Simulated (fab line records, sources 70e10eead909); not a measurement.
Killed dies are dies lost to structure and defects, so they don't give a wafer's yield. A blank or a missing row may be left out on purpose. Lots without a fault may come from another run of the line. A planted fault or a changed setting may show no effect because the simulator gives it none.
Chamber matching | flow nand_harc | NHARC_A_DECK1_JOINT_CMP_13 on cmp-04: 4 sister chambers
The step polishes, target thk 51.023 nm. 8 wafers are shown with their chamber, then 7 later ones without.

WAFERS WITH THEIR CHAMBER
wafer  | chamber | motor_current_A (A) | time_to_endpoint_s (s)
L686.1 | 3       | 10.2                | 8.8
L686.4 | 1       | 14.2                | 8.6
L686.6 | 0       | 14.0                | 7.7
L698.3 | 3       | 10.5                | 5.6
L698.4 | 2       | 11.7                | 4.4
L698.6 | 0       | 14.2                | 6.1
L700.3 | 1       | 14.1                | 7.8
L700.5 | 2       | 10.7                | 7.0

WAFERS WITHOUT THEIR CHAMBER
wafer  | motor_current_A (A) | time_to_endpoint_s (s)
L700.6 | 14.2                | 5.4
L701.1 | 14.3                | 8.0
L701.2 | 10.5                | 7.2
L701.3 | 14.2                | 5.3
L703.4 | 10.7                | 7.7
L703.5 | 11.0                | 10.9
L703.6 | 10.4                | 8.3

WHICH CHAMBER EACH WENT THROUGH
wafer  | from the rows above     | in truth
L700.6 | can't be placed: 0 or 1 | 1
L701.1 | can't be placed: 1 or 0 | 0
L701.2 | can't be placed: 3 or 2 | 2
L701.3 | can't be placed: 0 or 1 | 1
L703.4 | can't be placed: 3 or 2 | 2
L703.5 | can't be placed: 3 or 2 | 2
L703.6 | can't be placed: 3 or 2 | 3
Placed correctly: 0 of 7. Can't be placed from these rows: 7 (the true chamber is among the candidates in 7). Placed wrongly: 0.
How it was worked out, from the rows above alone: a wafer's distance from a chamber is the root of the sum, over the readings, of the square of ((its reading less the chamber's mean) divided by the reading's scatter). The wafer belongs to the nearest chamber; if the next one is less than 2 further off, it can't be placed. A chamber's mean is the mean of its shown wafers. The scatter: the root of (the sum of the squares of (reading less its chamber's mean) over the shown wafers, divided by (wafers less chambers)).
